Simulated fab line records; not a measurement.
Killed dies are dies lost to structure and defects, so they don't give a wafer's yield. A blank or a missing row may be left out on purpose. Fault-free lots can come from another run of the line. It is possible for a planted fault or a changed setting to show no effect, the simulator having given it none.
2 desks looking at one fault -- flow n5 finfet -- only its own numbers are on each desk; what lay behind them is given at the end

## AT THE METROLOGY DESK
Lot by lot, what the gauges showed, no matter which tool ran the lot: averages of those sampled wafers that carry a number. If a lot's mean is further than 4 standard deviations from the usual mean, the lot is out of limits and carries the mark OUT (the distance appears in the brackets). Of its 15 readings 7 are shown: the one that was out of limits first, and those that lie furthest out on some lot.
Columns: A = cd nm at N5_DUMMY_GATE_CD_MEAS_15, usual 24.99 nm; B = thk nm at N5_SD_EPI_N_EPI_MEAS_23, usual 59.1 nm; C = RS_SD_N at N5_SD_ACTIVATION_RS_MEAS_03, usual 21.82 ohm/sq; D = DIBL_N at N5_BEOL_M4_RC_MEAS_101, usual 37.7 mV/V; E = ION_P at N5_BEOL_M4_RC_MEAS_101, usual 463 uA/um; F = RS_SD_N at N5_BEOL_M4_RC_MEAS_101, usual 28.3 ohm/sq; G = SS_P at N5_BEOL_M4_RC_MEAS_101, usual 73.6 mV/dec
lot,first seen here,A,B,C,D,E,F,G
L782,day 3 04:01,25.28,58.9,21.74,38.0,461,28.3,73.8
L783,day 3 09:20,24.72,59.9,21.48,40.5,476,28.2,74.0
L785,day 3 21:37,24.72,60.4,21.55,38.3,450,28.1,73.4
L787,day 4 14:01,25.29,57.8,22.23,37.8,470,28.8,74.6
L788,day 4 17:46,25.19,58.5,21.55,39.4,457,28.0,73.9
L790,day 5 09:16,24.53,58.5,22.12,38.9,459,28.5,73.9
L791,day 5 17:43,25.14,59.8,21.63,34.9,465,28.1,73.0
L799,day 7 09:21,24.84,62.2,20.89,38.8,460,26.9 (-4.4) OUT,74.1
L800,day 7 15:12,25.31,61.6,20.79,35.9,464,27.2,73.2
L802,day 8 07:59,24.89,59.0,21.65,36.8,462,28.0,73.5
Per this desk, out of limits: L799; the first was L799, day 16 00:22 (RS_SD_N at N5_BEOL_M4_RC_MEAS_101). In limits: L782, L783, L785, L787, L788, L790, L791, L800, L802.

## THE DEFECT DESK
Per lot, the means of the sampled wafers with a number show what the inspections along the route counted. If a lot's mean is further than 4 standard deviations from the usual mean, the lot is out of limits and carries the mark OUT (the distance appears in the brackets).
Columns: A = raw defect count at N5_DUMMY_GATE_INSPECT_17, usual 199
lot,first seen here,A
L782,day 3 04:07,209
L783,day 3 09:26,119
L785,day 3 21:43,214
L787,day 4 14:06,242
L788,day 4 17:52,188
L790,day 5 09:27,246
L791,day 5 17:51,143
L799,day 7 09:26,232
L800,day 7 15:17,260
L802,day 8 08:05,253
This desk found nothing out of limits on any of the 10 lots.

## BROUGHT TOGETHER
Metrology desk: alarm possible at day 16 00:22 on L799.
The defect desk saw nothing out of limits.
The defect desk has L799 on record, within its limits.
The lots listed all ran N5_SD_EPI_N_EPI_21 on epi rpcvd-01.

## WHAT HAD BEEN PUT IN BY THE SIMULATOR
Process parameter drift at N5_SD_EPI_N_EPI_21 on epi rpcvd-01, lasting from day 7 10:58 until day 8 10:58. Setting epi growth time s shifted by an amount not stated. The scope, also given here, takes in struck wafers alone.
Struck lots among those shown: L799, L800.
Delay in hours, fault start to first out-of-limits reading, per desk: metrology desk 205.
